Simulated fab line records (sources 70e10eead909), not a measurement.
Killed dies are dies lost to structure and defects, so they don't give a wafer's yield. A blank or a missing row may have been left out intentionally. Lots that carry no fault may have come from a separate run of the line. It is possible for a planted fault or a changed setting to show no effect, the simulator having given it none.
fab line records	flow nand_harc	part 1 of 2: steps 1 to 4 of 6
record lots=19	wafers=57	last_day=24
route steps=1159 shown A_CHANNEL_FILL_D1@494 A_STAIRCASE@548
lots that met no fault: taken from a fault-free run of the same line
start_h: start of the lot's first displayed wafer, in hours after the record's first day	wait_h: how many hours have passed since the lot's step before this one	" as in the row above	L1.1+2: a single row standing in for several wafers	- value missing, or start not given	* or withheld: withheld	< > ~ a bound
route shown NAME@n: NAME is a module with steps in the file, n the number in the route of the first one	usual: mean/standard deviation of fault-free wafers	same: alike in all rows	chamber/n: place in a boat	sites: readings site by site	_std_site: standard deviation of those values	_edge_site: the outer-site mean with the inner-site mean subtracted	radius_mm: how far each site lies from the wafer's centre	mask NAME#n: copy n	behind: the last tool/chamber to shape the wafer	hold: the reason the lot was held/the length of the hold in hours/how it ended	device: the n, p or np transistor that did not switch	end of line: the same wafers' tests at the end of the route	a step with no rows: only its recipe	killed: dies that structure and defects cost at the first sort, which is not the same as the wafer's yield	map: a wafer's dies, marking killed ones x, the rest . and places with no die _
set.NAME: the setting the step ran with; set.NAME@STEP: the setting that earlier step ran with	model.NAME: the simulator's own value behind a step, which no gauge read
a sample of lots followed through the steps of the route, with each step as a table and each wafer as a row
services: a tool's chamber out of use, with start hour (start_h, from the record's first day; less than 0 if before it), hours out, and reason
## steps
# step NHARC_A_CHANNEL_FILL_D1_ALD_14
# recipe target_thk_a=25	pulse_time_s=10	ald_cycles=25	temp_c=300	material=SiO2
# usual heater_power_outer_w=264/33	heater_power_w=476/44	precursor_pulse_height_rel=0.999/0.021
# same ald_cycles=25
lot.wafer	tool	chamber	start_h	wait_h	heater_power_outer_w	heater_power_w	precursor_pulse_height_rel
L074.3	ald_hk-03	0	195.68	0.1	269	442	1.004
L074.1	"	1	"	"	311	509	1.021
L074.6	"	0	"	"	266	452	1.036
L076.4	ald_hk-02	2	204.49	0.0	241	447	1.023
L076.2	"	1	"	"	255	462	1.029
L076.5	"	2	"	"	247	431	0.968
L075.3	ald_hk-03	1	204.49	0.0	305	503	1.004
L075.5	"	1	"	"	310	528	0.974
L075.6	"	2	"	"	291	557	1.013
L077.4	ald_hk-03	1	210.96	0.0	314	505	1.029
L077.2	"	3	"	"	218	425	0.978
L077.6	"	2	"	"	294	570	1.016
L078.1	ald_hk-01	0	211.15	0.2	230	455	0.989
L078.4	"	1	"	"	233	441	0.985
L078.6	"	3	"	"	295	526	0.998
L080.1	ald_hk-03	3	217.69	0.0	220	413	0.978
L080.2	"	2	"	"	303	572	1.013
L080.6	"	0	"	"	263	458	1.032
L079.4	ald_hk-01	2	217.74	0.1	324	531	1.020
L079.1	"	3	"	"	297	520	0.987
L079.6	"	2	"	"	318	528	0.997
L082.4	ald_hk-03	1	237.91	3.0	317	510	0.965
L082.3	"	3	"	"	219	416	0.998
L082.6	"	1	"	"	316	509	0.979
L083.1	ald_hk-03	0	244.86	4.3	265	445	0.977
L083.5	"	3	"	"	214	406	1.010
L083.6	"	0	"	"	266	443	0.990
L085.2	ald_hk-03	3	252.29	0.0	213	410	1.017
L085.4	"	2	"	"	302	570	0.987
L085.6	"	3	"	"	216	423	1.023
L084.1	ald_hk-01	1	252.33	0.1	248	443	0.994
L084.6	"	0	"	"	229	472	1.023
L084.5	"	1	"	"	247	436	0.967
L087.4	ald_hk-03	3	261.51	0.1	214	413	0.988
L087.3	"	0	"	"	267	443	1.006
L087.5	"	1	"	"	312	513	1.033
L086.2	ald_hk-01	3	272.69	0.7	280	486	1.021
L086.3	"	0	"	"	235	460	1.032
L086.1	"	1	"	"	245	451	0.997
L089.4	ald_hk-02	0	278.33	0.0	259	442	1.000
L089.3	"	2	"	"	247	437	1.019
L089.6	"	1	"	"	249	458	1.024
L088.1	ald_hk-02	2	278.59	0.3	240	448	1.030
L088.4	"	0	"	"	254	435	0.987
L088.6	"	1	"	"	251	457	1.026
L092.1	ald_hk-01	2	291.93	0.1	305	524	1.002
L092.4	"	3	"	"	287	499	0.971
L092.5	"	2	"	"	307	526	0.983
L091.4	ald_hk-01	2	292.15	0.3	313	530	1.000
L091.3	"	3	"	"	280	505	1.002
L091.5	"	2	"	"	310	544	0.998
L090.2	ald_hk-01	3	292.37	0.5	280	491	0.961
L090.4	"	0	"	"	232	466	1.001
L090.5	"	2	"	"	307	531	0.974
L097.1	ald_hk-02	2	335.26	2.0	250	444	1.007
L097.5	"	1	"	"	240	461	1.038
L097.6	"	2	"	"	241	442	0.999
# step NHARC_A_STAIRCASE_TRIM_12
# recipe time_s=211.2	o2_flow_sccm=500	ar_flow_sccm=0	bias_w=0	chemistry=O2
# usual chamber_pressure_mTorr=60.00/0.048	drypump_motor_current_A=5.68/0.28	oes_product_au=1.000/0.01	rf_vpp_V=57.6/0.81	showerhead_plenum_p_Torr=3.48/0.14	throttle_valve_pct=17.036/0.0087
lot.wafer	tool	chamber	start_h	wait_h	chamber_pressure_mTorr	drypump_motor_current_A	oes_product_au	rf_hours_counter_h	rf_vpp_V	showerhead_plenum_p_Torr	throttle_valve_pct
L074.3	rie_diel-05	1	241.83	0.1	59.97	5.70	1.008	25	57.2	3.61	17.047
L074.1	"	2	"	"	59.96	5.48	0.991	29	58.1	3.59	17.026
L074.6	"	1	"	"	60.02	5.69	1.012	-	57.4	3.61	17.035
L076.2	rie_diel-05	2	249.34	0.1	59.92	5.47	1.004	31	57.7	3.59	17.047
L076.4	"	3	"	"	60.02	5.54	0.997	30	57.7	3.66	17.026
L076.5	"	1	"	"	60.08	5.69	1.010	-	57.9	3.61	17.048
L078.1	rie_diel-11	2	256.18	0.1	59.97	5.96	1.001	18	56.7	3.38	17.049
L078.4	"	0	"	"	60.03	6.11	1.010	13	57.1	3.38	17.027
L078.6	"	3	"	"	60.03	5.39	0.992	-	56.6	3.67	17.038
L077.2	rie_diel-05	1	256.49	0.1	60.00	5.71	0.993	29	57.7	3.61	17.027
L077.4	"	2	"	"	60.03	5.49	0.995	33	58.3	3.58	17.040
L077.6	"	1	"	"	59.97	5.71	1.006	-	57.3	3.61	17.039
L075.3	rie_diel-11	2	259.91	0.1	59.94	5.97	0.998	20	57.2	3.37	17.033
L075.5	"	3	"	"	59.98	5.38	1.001	-	58.6	3.67	17.048
L075.6	"	0	"	"	60.04	6.12	1.011	-	57.4	3.38	17.022
L079.1	rie_diel-05	1	262.81	0.3	60.04	5.70	0.998	32	58.5	3.61	17.026
L079.4	"	0	"	"	60.04	5.61	0.986	31	58.1	3.39	17.049
L079.6	"	1	"	"	60.06	5.70	1.004	-	59.3	3.61	17.009
L080.1	rie_diel-02	3	262.89	0.1	59.99	5.66	1.010	40	57.2	3.56	17.039
L080.2	"	0	"	"	60.01	5.10	1.004	41	55.5	3.28	17.036
L080.6	"	2	"	"	60.05	5.86	1.000	-	56.0	3.33	17.028
L082.4	rie_diel-02	1	284.39	0.2	60.01	6.02	1.008	44	56.7	3.49	17.037
L082.3	"	3	"	"	59.92	5.71	1.008	48	59.2	3.56	17.046
L082.6	"	1	"	"	60.01	6.04	0.999	-	57.9	3.49	17.039
L083.1	rie_diel-11	2	291.27	0.1	59.99	5.97	0.985	32	56.0	3.37	17.027
L083.6	"	2	"	"	60.03	5.95	0.982	-	57.4	3.37	17.032
L083.5	"	3	"	"	59.91	5.39	0.974	-	57.0	3.66	17.037
L084.1	rie_diel-05	3	297.35	0.3	60.02	5.56	0.984	45	57.9	3.66	17.028
L084.6	"	3	"	"	60.02	5.54	0.996	-	58.1	3.66	17.027
L084.5	"	1	"	"	60.02	5.71	1.020	-	57.2	3.60	17.031
L085.2	rie_diel-02	0	297.59	0.1	59.95	5.11	1.013	55	57.1	3.28	17.021
L085.4	"	1	"	"	60.09	6.04	1.006	51	58.1	3.48	17.027
L085.6	"	0	"	"	60.04	5.10	0.998	-	57.6	3.28	17.055
L087.3	rie_diel-05	0	306.29	0.1	59.90	5.63	0.988	43	57.1	3.38	17.031
L087.4	"	0	"	"	59.93	5.63	0.990	-	57.4	3.39	17.038
L087.5	"	2	"	"	59.98	5.52	0.989	-	57.2	3.57	17.036
L086.1	rie_diel-11	3	317.46	0.1	60.01	5.38	0.992	35	57.3	3.66	17.024
L086.2	"	0	"	"	60.02	6.12	0.999	36	57.6	3.37	17.045
L086.3	"	2	"	"	60.07	5.97	1.006	40	57.9	3.36	17.049
L088.1	rie_diel-11	0	324.66	0.2	59.95	6.16	1.009	39	58.2	3.37	17.040
L088.6	"	1	"	"	59.92	5.65	0.990	-	57.8	3.32	17.048
L088.4	"	2	"	"	59.94	5.95	0.998	-	57.6	3.36	17.039
L089.3	rie_diel-02	3	324.88	0.1	59.99	5.65	1.020	63	58.5	3.55	17.038
L089.4	"	2	"	"	60.04	5.85	1.015	59	56.8	3.32	17.040
L089.6	"	3	"	"	60.13	5.63	1.008	-	57.0	3.55	17.025
L092.1	rie_diel-11	0	335.81	0.1	60.05	6.14	1.005	45	57.6	3.36	17.026
L092.4	"	1	"	"	59.97	5.62	0.988	-	57.0	3.32	17.028
L092.5	"	0	"	"	59.98	6.12	1.020	-	56.9	3.36	17.040
L090.4	rie_diel-05	0	335.86	0.1	59.92	5.60	0.997	56	57.5	3.38	17.036
L090.2	"	2	"	"	60.02	5.50	0.993	64	58.2	3.57	17.033
L090.5	"	0	"	"	59.97	5.59	0.996	-	56.4	3.38	17.034
L091.4	rie_diel-05	0	336.67	0.2	60.10	5.63	0.981	57	57.7	3.38	17.035
L091.3	"	1	"	"	59.93	5.69	1.011	53	57.8	3.60	17.031
L091.5	"	2	"	"	60.03	5.51	1.000	-	57.0	3.57	17.032
L097.1	rie_diel-02	2	383.35	0.1	59.93	5.86	1.006	15	56.1	3.31	17.028
L097.6	"	2	"	"	60.03	5.89	1.002	-	57.5	3.31	17.028
L097.5	"	3	"	"	60.01	5.65	1.006	-	58.4	3.54	17.034
# step NHARC_A_STAIRCASE_TRIM_220
# recipe time_s=211.2	o2_flow_sccm=500	ar_flow_sccm=0	bias_w=0	chemistry=O2
# usual chamber_pressure_mTorr=60.00/0.056	drypump_motor_current_A=5.75/0.26	oes_product_au=1.000/0.0094	rf_vpp_V=57.6/0.9	showerhead_plenum_p_Torr=3.44/0.13	throttle_valve_pct=17.036/0.0088
lot.wafer	tool	chamber	start_h	wait_h	chamber_pressure_mTorr	drypump_motor_current_A	oes_product_au	rf_hours_counter_h	rf_vpp_V	showerhead_plenum_p_Torr	throttle_valve_pct
L074.1	rie_diel-02	1	249.23	0.1	59.96	6.03	1.000	32	58.6	3.50	17.037
L074.3	"	0	"	"	59.98	5.10	1.017	35	56.3	3.29	17.039
L074.6	"	2	"	"	60.07	5.90	1.008	-	58.8	3.33	17.029
L076.4	rie_diel-05	2	256.92	0.1	59.94	5.51	0.992	33	57.7	3.58	17.030
L076.2	"	3	"	"	60.03	5.54	0.991	32	58.1	3.66	17.028
L076.5	"	2	"	"	59.94	5.51	0.994	-	58.8	3.58	17.031
L078.4	rie_diel-05	1	265.68	0.1	59.96	5.70	1.008	34	57.0	3.61	17.053
L078.1	"	3	"	"	60.04	5.54	0.994	37	59.0	3.66	17.025
L078.6	"	2	"	"	60.02	5.47	0.991	-	58.7	3.58	17.042
L077.2	rie_diel-11	1	265.87	0.1	60.11	5.62	0.986	22	56.7	3.33	17.025
L077.4	"	3	"	"	60.11	5.40	0.994	19	58.6	3.67	17.046
L077.6	"	1	"	"	60.08	5.63	0.987	-	59.3	3.33	17.025
L075.3	rie_diel-11	2	269.09	0.1	59.94	5.96	1.000	25	58.5	3.37	17.031
L075.5	"	1	"	"	60.05	5.65	0.991	-	56.5	3.33	17.041
L075.6	"	2	"	"	60.02	5.96	0.995	-	58.1	3.37	17.028
L080.2	rie_diel-02	3	270.62	0.1	60.07	5.66	1.012	43	57.7	3.56	17.039
L080.1	"	0	"	"	60.00	5.12	0.996	45	57.1	3.28	17.033
L080.6	"	2	"	"	60.00	5.84	1.006	-	57.7	3.33	17.054
L079.4	rie_diel-11	3	271.04	0.1	60.03	5.38	0.990	22	57.3	3.67	17.033
L079.1	"	0	"	"	60.01	6.12	0.997	21	56.0	3.38	17.041
L079.6	"	3	"	"	60.11	5.39	0.990	-	58.4	3.67	17.019
L082.4	rie_diel-11	3	293.04	0.1	60.05	5.40	0.982	28	58.0	3.66	17.041
L082.3	"	0	"	"	60.04	6.12	1.005	28	56.1	3.37	17.024
L082.6	"	2	"	"	59.85	5.96	0.996	-	57.2	3.37	17.021
L083.1	rie_diel-11	0	299.88	0.1	60.08	6.13	1.013	30	56.6	3.37	17.027
L083.6	"	0	"	"	59.96	6.17	0.999	-	57.6	3.37	17.046
L083.5	"	1	"	"	60.01	5.63	0.987	-	56.0	3.33	17.032
L085.2	rie_diel-05	3	306.39	0.1	60.02	5.54	1.001	49	58.7	3.65	17.036
L085.4	"	3	"	"	59.97	5.55	0.992	-	57.1	3.65	17.034
L085.6	"	2	"	"	60.02	5.49	0.993	-	57.7	3.57	17.041
L084.1	rie_diel-11	0	308.84	0.1	59.98	6.10	1.015	33	58.7	3.37	17.033
L084.6	"	1	"	"	59.94	5.62	1.006	-	57.3	3.32	17.036
L084.5	"	2	"	"	60.02	5.98	0.996	-	58.4	3.37	17.040
L087.3	rie_diel-02	2	314.59	0.1	59.95	5.86	1.015	56	56.4	3.32	17.021
L087.4	"	0	"	"	59.96	5.09	1.004	60	57.1	3.27	17.026
L087.5	"	3	"	"	60.02	5.63	1.009	-	58.4	3.55	17.044
L086.1	rie_diel-11	1	329.20	0.1	60.11	5.62	0.999	44	57.2	3.32	17.041
L086.2	"	2	"	"	60.01	5.98	0.999	46	57.4	3.36	17.042
L086.3	"	0	"	"	60.02	6.11	1.003	42	57.7	3.37	17.034
L089.3	rie_diel-11	1	333.90	0.2	59.92	5.62	0.996	46	56.8	3.32	17.037
L089.6	"	2	"	"	59.90	5.96	0.998	-	58.5	3.36	17.002
L089.4	"	1	"	"	60.03	5.59	0.980	-	58.3	3.32	17.041
L088.1	rie_diel-11	2	334.11	0.1	59.99	5.97	1.010	48	57.7	3.36	17.056
L088.4	"	0	"	"	60.00	6.12	1.013	-	58.9	3.36	17.032
L088.6	"	1	"	"	59.94	5.64	0.990	-	58.3	3.32	17.043
L090.2	rie_diel-11	2	344.30	0.1	60.01	5.96	0.989	53	56.8	3.36	17.039
L090.5	"	2	"	"	60.02	5.95	0.997	-	57.4	3.36	17.041
L090.4	"	0	"	"	59.99	6.11	1.005	-	56.7	3.36	17.044
L091.3	rie_diel-11	0	344.54	0.1	60.06	6.14	1.013	49	57.5	3.36	17.032
L091.5	"	1	"	"	60.02	5.65	0.987	-	58.2	3.32	17.048
L091.4	"	2	"	"	60.11	5.95	0.991	-	58.2	3.36	17.033
L092.1	rie_diel-11	0	344.87	0.2	60.01	6.11	1.013	49	57.3	3.36	17.029
L092.4	"	1	"	"	60.00	5.61	1.000	-	55.1	3.32	17.045
L092.5	"	2	"	"	60.01	5.96	0.999	-	56.9	3.36	17.038
L097.1	rie_diel-05	1	390.64	0.1	60.08	5.70	0.995	13	57.8	3.59	17.028
L097.6	"	0	"	"	59.95	5.61	0.999	-	57.8	3.37	17.059
L097.5	"	2	"	"	59.97	5.48	1.001	-	55.7	3.56	17.041
# step NHARC_A_STAIRCASE_TRIM_229
# recipe time_s=211.2	o2_flow_sccm=500	ar_flow_sccm=0	bias_w=0	chemistry=O2
# usual chamber_pressure_mTorr=60.00/0.046	drypump_motor_current_A=5.70/0.27	oes_product_au=1.001/0.0092	rf_vpp_V=57.6/0.91	showerhead_plenum_p_Torr=3.46/0.14	throttle_valve_pct=17.036/0.0095
lot.wafer	tool	chamber	start_h	wait_h	chamber_pressure_mTorr	drypump_motor_current_A	oes_product_au	rf_hours_counter_h	rf_vpp_V	showerhead_plenum_p_Torr	throttle_valve_pct
L074.1	rie_diel-02	3	250.28	0.1	59.90	5.66	1.008	34	58.0	3.57	17.027
L074.3	"	0	"	"	60.04	5.11	1.003	35	56.3	3.29	17.033
L074.6	"	2	"	"	59.93	5.84	1.009	-	57.2	3.33	17.042
L076.2	rie_diel-05	1	258.10	0.1	60.07	5.71	1.007	30	58.9	3.61	17.030
L076.4	"	2	"	"	60.02	5.50	1.007	34	55.8	3.58	17.025
L076.5	"	1	"	"	60.04	5.68	1.008	-	58.8	3.61	17.040
L078.1	rie_diel-02	0	267.04	0.1	59.98	5.10	1.000	43	58.0	3.28	17.016
L078.4	"	1	"	"	59.97	6.02	1.010	39	58.4	3.49	17.029
L078.6	"	2	"	"	59.93	5.84	1.009	-	57.4	3.33	17.038
L077.4	rie_diel-11	2	267.55	0.1	60.02	5.97	0.989	24	57.5	3.37	17.038
L077.2	"	1	"	"	59.96	5.64	0.990	22	58.3	3.33	17.060
L077.6	"	3	"	"	59.94	5.37	0.997	-	57.2	3.67	17.032
L075.3	rie_diel-11	1	270.69	0.1	59.97	5.62	0.978	24	57.9	3.33	17.039
L075.5	"	3	"	"	60.08	5.39	0.993	-	58.2	3.67	17.023
L075.6	"	0	"	"	59.95	6.15	1.011	-	56.9	3.38	17.038
L080.1	rie_diel-05	2	271.95	0.1	59.95	5.48	0.996	40	55.9	3.58	17.043
L080.2	"	1	"	"	60.02	5.69	1.018	36	57.0	3.61	17.038
L080.6	"	3	"	"	59.98	5.57	0.999	-	59.2	3.66	17.047
L079.1	rie_diel-11	2	272.13	0.1	60.00	5.97	0.999	27	57.3	3.37	17.052
L079.4	"	0	"	"	60.01	6.13	1.009	21	55.8	3.38	17.031
L079.6	"	2	"	"	59.97	5.99	0.998	-	56.5	3.37	17.030
L082.4	rie_diel-02	0	294.48	0.1	60.04	5.11	1.003	53	57.8	3.28	17.052
L082.3	"	2	"	"	60.01	5.85	1.000	48	58.5	3.32	17.040
L082.6	"	1	"	"	59.99	6.04	1.016	-	57.1	3.49	17.036
L083.1	rie_diel-02	0	300.94	0.1	60.01	5.10	0.999	56	57.7	3.28	17.035
L083.6	"	2	"	"	60.11	5.86	0.996	-	56.3	3.32	17.049
L083.5	"	3	"	"	59.98	5.69	0.998	-	58.5	3.56	17.025
L085.2	rie_diel-05	3	307.77	0.1	59.97	5.54	0.999	50	58.3	3.65	17.024
L085.4	"	3	"	"	59.97	5.56	1.005	-	59.2	3.65	17.038
L085.6	"	0	"	"	60.03	5.63	1.003	-	57.4	3.38	17.029
L084.1	rie_diel-05	2	310.47	0.1	59.99	5.49	1.002	53	57.3	3.57	17.047
L084.5	"	3	"	"	59.97	5.55	1.002	-	59.1	3.65	17.029
L084.6	"	2	"	"	59.96	5.53	1.004	-	57.2	3.57	17.057
L087.3	rie_diel-05	0	315.74	0.1	59.98	5.63	0.990	47	58.0	3.38	17.041
L087.4	"	3	"	"	59.94	5.55	0.984	-	58.0	3.65	17.032
L087.5	"	0	"	"	59.93	5.63	0.988	-	57.3	3.38	17.046
L086.3	rie_diel-05	3	330.97	0.1	59.99	5.56	1.001	61	57.9	3.65	17.039
L086.2	"	1	"	"	59.98	5.72	0.994	52	59.2	3.60	17.045
L086.1	"	2	"	"	60.02	5.50	0.997	63	57.5	3.57	17.052
L089.4	rie_diel-05	0	335.26	0.1	60.00	5.61	0.995	56	57.4	3.38	17.040
L089.3	"	2	"	"	60.00	5.50	0.991	64	59.1	3.57	17.047
L089.6	"	1	"	"	60.06	5.72	1.002	-	58.2	3.60	17.027
L088.1	rie_diel-11	0	335.48	0.1	60.00	6.13	1.009	45	59.3	3.36	17.034
L088.4	"	0	"	"	60.00	6.13	1.008	-	57.3	3.36	17.044
L088.6	"	2	"	"	60.01	5.96	1.000	-	57.7	3.36	17.054
L090.2	rie_diel-11	1	346.10	0.1	59.99	5.64	0.992	53	56.9	3.31	17.026
L090.4	"	0	"	"	59.96	6.12	1.008	-	57.2	3.36	17.042
L090.5	"	1	"	"	59.99	5.64	0.995	-	57.1	3.31	17.013
L091.4	rie_diel-11	3	346.95	0.1	59.98	5.40	1.003	36	58.9	3.66	17.028
L091.3	"	0	"	"	60.01	6.09	1.021	51	56.9	3.36	17.042
L091.5	"	2	"	"	60.04	5.94	0.990	-	56.6	3.36	17.034
L092.1	rie_diel-11	0	347.28	0.1	59.91	6.12	1.010	51	57.4	3.36	17.028
L092.4	"	1	"	"	59.90	5.63	0.998	53	55.3	3.31	17.038
L092.5	"	3	"	"	60.06	5.39	0.996	-	56.2	3.66	17.027
L097.1	rie_diel-11	1	392.18	0.1	60.06	5.63	1.011	5	57.5	3.31	17.026
L097.5	"	0	"	"	59.96	6.14	1.015	-	57.4	3.35	17.045
L097.6	"	1	"	"	60.01	5.61	1.012	-	55.6	3.31	17.032
